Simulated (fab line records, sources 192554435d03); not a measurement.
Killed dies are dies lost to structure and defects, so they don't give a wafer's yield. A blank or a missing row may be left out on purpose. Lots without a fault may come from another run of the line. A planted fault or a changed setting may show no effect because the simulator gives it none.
Which tool did it? | flow n5_finfet | 8 lots, 24 wafers sampled, at 7 steps of a route of 1938

WHAT THE GAUGES READ, wafer by wafer
N5_BEOL_M0_SAQP_THK_MEAS_05. Usual: thk_nm 60.3 nm, standard deviation 1.
lot  | measured     | on            | thk_nm (nm)    | flag
L281 | day 6 12:43  | film_metro-02 | 60.9 60.3 60.7 |
L286 | day 7 04:16  | film_metro-02 | 60.9 58.6 60.0 |
L285 | day 7 10:43  | film_metro-02 | 61.3 61.4 61.2 |
L288 | day 7 21:41  | film_metro-01 | 59.7 60.8 61.1 |
L293 | day 8 21:34  | film_metro-02 | 59.8 60.5 60.7 |
L294 | day 9 04:18  | film_metro-01 | 61.9 60.8 62.2 |
L300 | day 10 15:28 | film_metro-01 | 45.6 60.7 60.8 | OFF
L301 | day 11 01:56 | film_metro-02 | 45.4 60.4 60.0 | OFF

N5_BEOL_M4_RC_MEAS_101. Usual: DIBL_N 37.3 mV/V, standard deviation 2.3; DIBL_P 37.4 mV/V, standard deviation 2.9; IOFF_N 0.18 nA/um, standard deviation 0.045; IOFF_P 0.25 nA/um, standard deviation 0.054; ION_N 679 uA/um, standard deviation 15; ION_P 468 uA/um, standard deviation 9.7; SS_N 71.8 mV/dec, standard deviation 0.62; SS_P 73.6 mV/dec, standard deviation 0.76; VT_N 248 mV, standard deviation 4.1; VT_P -248 mV, standard deviation 3.6.
lot  | measured     | on        | DIBL_N (mV/V)  | DIBL_P (mV/V)  | IOFF_N (nA/um) | IOFF_P (nA/um) | ION_N (uA/um) | ION_P (uA/um) | SS_N (mV/dec)  | SS_P (mV/dec)  | VT_N (mV)   | VT_P (mV)      | flag
L281 | day 8 21:56  | prober-02 | 33.6 32.9 37.0 | 32.9 33.4 36.0 | 0.12 0.12 0.18 | 0.20 0.20 0.24 | 655 667 675   | 456 469 464   | 71.0 70.7 71.3 | 73.3 72.9 73.5 | 252 255 247 | -247 -248 -249 |
L286 | day 9 07:28  | prober-01 | 35.1 37.2 37.0 | 35.3 38.0 37.3 | 0.15 0.19 0.19 | 0.22 0.27 0.26 | 687 687 687   | 473 472 470   | 71.1 72.2 71.5 | 73.1 73.1 73.8 | 246 245 245 | -248 -245 -247 |
L285 | day 9 22:19  | prober-02 | 34.8 36.0 33.0 | 33.3 36.1 31.3 | 0.13 0.16 0.11 | 0.20 0.25 0.18 | 670 673 672   | 466 460 465   | 70.5 71.8 70.0 | 74.2 74.5 73.2 | 250 247 253 | -251 -249 -251 |
L288 | day 10 02:01 | prober-02 | 39.1 38.3 41.6 | 39.9 37.7 44.0 | 0.21 0.19 0.27 | 0.28 0.24 0.34 | 685 680 706   | 467 461 480   | 71.8 71.5 73.0 | 74.1 72.9 75.6 | 245 248 244 | -247 -249 -245 |
L293 | day 11 02:22 | prober-01 | 38.6 37.7 35.2 | 39.5 38.2 35.6 | 0.19 0.17 0.12 | 0.26 0.25 0.21 | 668 683 647   | 457 469 448   | 72.1 72.4 72.0 | 74.2 73.5 74.0 | 248 248 253 | -251 -251 -252 |
L294 | day 11 22:19 | prober-01 | 41.3 36.2 35.9 | 41.0 35.4 33.3 | 0.29 0.17 0.14 | 0.34 0.23 0.19 | 697 689 667   | 476 479 455   | 71.5 71.1 71.7 | 74.8 73.6 72.6 | 239 246 251 | -244 -246 -250 |
L300 | day 13 07:53 | prober-02 | 40.7 35.8 39.5 | 41.8 35.6 41.2 | 0.23 0.14 0.22 | 0.30 0.20 0.28 | 679 662 677   | 467 462 464   | 72.8 71.7 73.2 | 73.9 73.1 74.6 | 244 252 246 | -248 -252 -249 |
L301 | day 13 12:40 | prober-01 | 38.2 38.9 34.8 | 37.6 41.0 34.9 | 0.17 0.22 0.12 | 0.22 0.31 0.19 | 663 688 654   | 455 470 460   | 72.4 72.6 71.5 | 73.6 74.6 73.9 | 254 244 257 | -252 -246 -251 |

WHICH TOOL RAN EACH LOT (tool, then ch and the chambers of the sampled wafers, then the start)
lot  | N5_MOL_CONTACT_COAG_DESCUM_45      | N5_MOL_CONTACT_COAG_STRIP_72       | N5_BEOL_M0_SAQP_ILD_DEP_01     | N5_BEOL_M0_SAQP_PECVD_04       | N5_BEOL_M0_SAQP_MANDREL_ETCH_20
L281 | rie_diel-02 ch 0,1,3, day 5 19:53  | rie_diel-06 ch 0,3, day 5 20:29    | pecvd-04 ch 0,1,2, day 6 11:37 | pecvd-04 ch 0,1,2, day 6 12:38 | rie_si-06 ch 1,2, day 6 13:58
L286 | rie_diel-04 ch 2,3, day 6 20:25    | rie_diel-04 ch 0,3, day 6 21:01    | pecvd-02 ch 0,1,2, day 7 01:41 | pecvd-03 ch 0,1, day 7 04:11   | rie_si-06 ch 0,2,3, day 7 05:01
L285 | rie_diel-02 ch 1,2,3, day 7 04:31  | rie_diel-02 ch 1,2,3, day 7 05:30  | pecvd-04 ch 1,2, day 7 09:55   | pecvd-04 ch 1,2, day 7 10:37   | rie_si-06 ch 2,3, day 7 11:26
L288 | rie_diel-04 ch 1,2,3, day 7 15:59  | rie_diel-04 ch 0,1,3, day 7 16:35  | pecvd-04 ch 0,1,2, day 7 20:58 | pecvd-04 ch 0,2, day 7 21:35   | rie_si-01 ch 1,2, day 7 22:31
L293 | rie_diel-06 ch 1,2,3, day 8 14:56  | rie_diel-02 ch 1,2,3, day 8 15:31  | pecvd-02 ch 0,1,2, day 8 21:06 | pecvd-04 ch 0,2, day 8 21:28   | rie_si-04 ch 1,2,3, day 8 22:18
L294 | rie_diel-02 ch 0,2, day 8 22:53    | rie_diel-04 ch 0,2,3, day 8 23:31  | pecvd-04 ch 0,1,2, day 9 03:55 | pecvd-03 ch 0,1,2, day 9 04:12 | rie_si-04 ch 0,2,3, day 9 05:01
L300 | rie_diel-04 ch 0,3, day 10 09:10   | rie_diel-04 ch 0,1,3, day 10 09:46 | pecvd-04 ch 1,2, day 10 14:10  | pecvd-04 ch 1,2, day 10 15:20  | rie_si-04 ch 2,3, day 10 16:11
L301 | rie_diel-04 ch 0,2,3, day 10 19:44 | rie_diel-04 ch 1,2,3, day 10 20:20 | pecvd-03 ch 0,1, day 11 00:43  | pecvd-04 ch 1,2, day 11 01:48  | rie_si-06 ch 0,1, day 11 02:46
- N5_MOL_CONTACT_COAG_DESCUM_45: chemistry O2, time 7 s.
- N5_MOL_CONTACT_COAG_STRIP_72: strips in N2/H2.
- N5_BEOL_M0_SAQP_ILD_DEP_01: deposits SiOC from DEMS/O2, target thk 45.419 nm, time 8.7 s.
- N5_BEOL_M0_SAQP_PECVD_04: deposits a-Si from SiH4/He, target thk 60 nm, time 60.2 s.
- N5_BEOL_M0_SAQP_MANDREL_ETCH_20: etches a-Si in HBr/Cl2, stops on SiNx, target depth 60 nm, bt time 10 s, time 30 s.

WHAT THE TOOLS THEMSELVES READ (means of the sampled wafers that have a number; where no wafer has one, the mark that the record gives instead)
N5_MOL_CONTACT_COAG_DESCUM_45. Usual: drypump_motor_current_A 5.6 A, standard deviation 0.39; oes_product_au 0.77 a.u., standard deviation 0.071; rf_vpp_V 242.8 V, standard deviation 1.2; showerhead_plenum_p_Torr 2.06 Torr, standard deviation 0.067; throttle_valve_pct 20.46 %, standard deviation 0.15.
lot  | tool        | drypump_motor_current_A (A) | oes_product_au (a.u.) | rf_vpp_V (V) | showerhead_plenum_p_Torr (Torr) | throttle_valve_pct (%) | flag
L281 | rie_diel-02 | 5.6                         | 0.78                  | 243.2        | 2.07                            | 20.30                  |
L286 | rie_diel-04 | 5.7                         | 0.77                  | 242.1        | 2.05                            | 20.47                  |
L285 | rie_diel-02 | 5.2                         | 0.78                  | 242.5        | 2.06                            | 20.34                  |
L288 | rie_diel-04 | 5.5                         | 0.76                  | 242.6        | 2.03                            | 20.52                  |
L293 | rie_diel-06 | 5.7                         | 0.83                  | 242.9        | 2.04                            | 20.48                  |
L294 | rie_diel-02 | 5.5                         | 0.73                  | 244.4        | 2.17                            | 20.39                  |
L300 | rie_diel-04 | 5.7                         | 0.74                  | 242.2        | 2.08                            | 20.58                  |
L301 | rie_diel-04 | 5.9                         | 0.72                  | 242.4        | 2.09                            | 20.52                  |

N5_MOL_CONTACT_COAG_STRIP_72. Usual: drypump_motor_current_A 5.6 A, standard deviation 0.4; oes_product_au 0.77 a.u., standard deviation 0.076; power_w 449.9 W, standard deviation 1.4; rf_vpp_V 58.9 V, standard deviation 2; showerhead_plenum_p_Torr 2.51 Torr, standard deviation 0.081; throttle_valve_pct 23.6 %, standard deviation 0.46.
lot  | tool        | drypump_motor_current_A (A) | oes_product_au (a.u.) | power_w (W) | rf_vpp_V (V) | showerhead_plenum_p_Torr (Torr) | throttle_valve_pct (%) | flag
L281 | rie_diel-06 | 5.6                         | 0.83                  | 449.5       | 59.0         | 2.49                            | 23.6                   |
L286 | rie_diel-04 | 5.9                         | 0.76                  | 449.9       | 58.8         | 2.56                            | 23.4                   |
L285 | rie_diel-02 | 5.2                         | 0.78                  | 449.4       | 60.0         | 2.52                            | 23.6                   |
L288 | rie_diel-04 | 5.6                         | 0.77                  | 449.0       | 57.6         | 2.50                            | 23.7                   |
L293 | rie_diel-02 | 5.2                         | 0.76                  | 449.5       | 58.7         | 2.52                            | 23.6                   |
L294 | rie_diel-04 | 5.9                         | 0.72                  | 451.5       | 58.6         | 2.50                            | 23.3                   |
L300 | rie_diel-04 | 5.6                         | 0.75                  | 449.8       | 59.3         | 2.49                            | 23.7                   |
L301 | rie_diel-04 | 5.5                         | 0.73                  | 450.7       | 58.2         | 2.44                            | 23.6                   |

N5_BEOL_M0_SAQP_ILD_DEP_01. Usual: chamber_pressure_Torr 4.999 Torr, standard deviation 0.01; heater_power_w 424 W, standard deviation 47; showerhead_plenum_p_Torr 5.696 Torr, standard deviation 0.018; throttle_valve_pct 11.9 %, standard deviation 0.99.
lot  | tool     | chamber_pressure_Torr (Torr) | heater_power_w (W) | showerhead_plenum_p_Torr (Torr) | throttle_valve_pct (%) | flag
L281 | pecvd-04 | 5.009                        | 416                | 5.696                           | 11.7                   |
L286 | pecvd-02 | 4.993                        | 425                | 5.699                           | 12.0                   |
L285 | pecvd-04 | 4.991                        | 386                | 5.698                           | 11.9                   |
L288 | pecvd-04 | 5.002                        | 444                | 5.697                           | 11.7                   |
L293 | pecvd-02 | 4.999                        | 437                | 5.696                           | 11.9                   |
L294 | pecvd-04 | 4.998                        | 441                | 5.700                           | 11.6                   |
L300 | pecvd-04 | 5.006                        | 404                | 5.701                           | 11.9                   |
L301 | pecvd-03 | 4.999                        | 412                | 5.698                           | 12.6                   |

N5_BEOL_M0_SAQP_PECVD_04. Usual: chamber_pressure_Torr 3.000 Torr, standard deviation 0.0057; heater_power_w 568 W, standard deviation 48; showerhead_plenum_p_Torr 5.67 Torr, standard deviation 0.057; throttle_valve_pct 18.0 %, standard deviation 1.3.
lot  | tool     | chamber_pressure_Torr (Torr) | heater_power_w (W) | showerhead_plenum_p_Torr (Torr) | throttle_valve_pct (%) | flag
L281 | pecvd-04 | 3.002                        | 580                | 5.67                            | 17.9                   |
L286 | pecvd-03 | 2.999                        | 505                | 5.68                            | 19.4                   |
L285 | pecvd-04 | 3.002                        | 559                | 5.69                            | 18.1                   |
L288 | pecvd-04 | 2.997                        | 573                | 5.66                            | 17.7                   |
L293 | pecvd-04 | 2.997                        | 554                | 5.64                            | 17.5                   |
L294 | pecvd-03 | 2.998                        | 572                | 5.63                            | 18.1                   |
L300 | pecvd-04 | 3.001                        | 575                | 5.71                            | 18.1                   |
L301 | pecvd-04 | 2.994                        | 545                | 5.70                            | 18.1                   |

N5_BEOL_M0_SAQP_MANDREL_ETCH_20. Usual: drypump_motor_current_A 5.7 A, standard deviation 0.43; oes_product_au 0.781 a.u., standard deviation 0.014; throttle_valve_pct 35.5 %, standard deviation 0.34.
lot  | tool      | drypump_motor_current_A (A) | oes_product_au (a.u.) | throttle_valve_pct (%) | flag
L281 | rie_si-06 | 5.6                         | 0.792                 | 35.8                   |
L286 | rie_si-06 | 5.6                         | 0.771                 | 35.6                   |
L285 | rie_si-06 | 5.4                         | 0.772                 | 35.5                   |
L288 | rie_si-01 | 5.8                         | 0.790                 | 35.2                   |
L293 | rie_si-04 | 5.4                         | 0.780                 | 35.6                   |
L294 | rie_si-04 | 5.7                         | 0.787                 | 35.4                   |
L300 | rie_si-04 | 5.6                         | 0.748                 | 35.5                   |
L301 | rie_si-06 | 5.8                         | 0.735                 | 35.7                   | OFF

THE ANSWER, worked out from the rows above alone
Rule: a lot is off if the mean of its wafers that have a number lies more than 3 standard deviations from the usual mean. A lot without any number at a reading at which 4 lots or more have one is off too. The other lots that the step has rows for count as sound. The gauges are gone through in route order, then the tools' own readings, and for those a lot's mean is taken as printed above. The first step at which some lot is off is used, and at that step the reading that is off furthest; a lot without a number counts as furthest.
Off: L300, L301, at N5_BEOL_M0_SAQP_THK_MEAS_05 (thk_nm).
A tool fits if, at a process step before that reading, it ran every lot that is off, and no sound lot after the first of them. The gauges at N5_BEOL_M0_SAQP_THK_MEAS_05 are tried like those tools. Can't be told from this: 2 tools fit, rie_diel-04 at N5_MOL_CONTACT_COAG_DESCUM_45 and N5_MOL_CONTACT_COAG_STRIP_72, pecvd-04 at N5_BEOL_M0_SAQP_PECVD_04.

WHAT THE SIMULATOR HAD PUT IN
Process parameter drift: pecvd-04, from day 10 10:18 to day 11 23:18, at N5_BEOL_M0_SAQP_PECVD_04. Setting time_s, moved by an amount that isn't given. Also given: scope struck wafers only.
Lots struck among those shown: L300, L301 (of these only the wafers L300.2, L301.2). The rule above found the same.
